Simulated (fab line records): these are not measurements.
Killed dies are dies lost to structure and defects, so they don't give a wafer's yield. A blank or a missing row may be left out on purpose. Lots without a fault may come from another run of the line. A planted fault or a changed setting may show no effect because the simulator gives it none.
The same fault as seen by 2 desks | flow n5 finfet | numbers are kept per desk, each desk with only its own; the story behind them comes last
Where a reading is given only as a bound, like >300, the bound stands for it, and a mean or a difference that rests on one is marked > or <: the true number lies beyond.

## TOOL OWNER'S DESK, pvd sputter-01
The tool's own readings at N5_PASSIVATION_AL_DEP_21 (deposits Al, target thk 2800 nm, time 170 s): means of the sampled wafers that have a number, for each lot that ran on this tool. Marked OUT: a lot whose mean sits more than 4 standard deviations from the usual mean, which makes it out of limits; the brackets give that distance.
Columns: A = throttle valve pct at N5_PASSIVATION_AL_DEP_21, usual 29.8 %
lot  | first seen here | A
L968 | day 13 15:41    | 30.3
L975 | day 15 12:05    | 29.9
L977 | day 17 03:50    | 29.5
L984 | day 19 10:37    | 29.3
L987 | day 19 11:55    | 29.8
This desk's finding: nothing out of limits on any of the 5 lots.

## THE DEFECT DESK
Inspection counts along the route, by lot: the mean over sampled wafers that carry a number. Marked OUT: a lot whose mean sits more than 4 standard deviations from the usual mean, which makes it out of limits; the brackets give that distance.
Columns: A = raw defect count at N5_PASSIVATION_INSPECT_64, usual 2.0
lot  | first seen here | A
L968 | day 13 16:20    | 1.7
L975 | day 15 12:44    | >201 (+99 or more) OUT
L977 | day 17 04:29    | >102 (>+72) OUT
L976 | day 17 19:23    | 2.7
L981 | day 17 19:53    | 0.7
L980 | day 18 05:41    | 1.7
L984 | day 19 11:16    | 1.7
L987 | day 19 12:34    | 1.3
L990 | day 19 17:11    | 1.7
L988 | day 19 17:41    | 0.7
This desk's finding: out of limits on L975, L977; first on L975, day 15 12:44 (raw defect count at N5_PASSIVATION_INSPECT_64). Within limits: L968, L976, L981, L980, L984, L987, L990, L988.

## TAKEN TOGETHER
The defect desk could have raised an alarm at day 15 12:44, on L975, L977.
The desk of the tool owner found nothing out of limits.
Tool owner's desk: L975, L977 on record, inside its limits.
All the named lots went through N5_PASSIVATION_AL_DEP_21 on pvd sputter-01.

## WHAT HAD BEEN PUT IN BY THE SIMULATOR
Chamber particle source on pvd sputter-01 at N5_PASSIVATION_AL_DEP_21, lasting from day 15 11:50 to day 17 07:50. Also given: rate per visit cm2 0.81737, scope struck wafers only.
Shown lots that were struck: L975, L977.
Hours from the fault's start to each desk's first reading out of limits: the defect desk, 1.
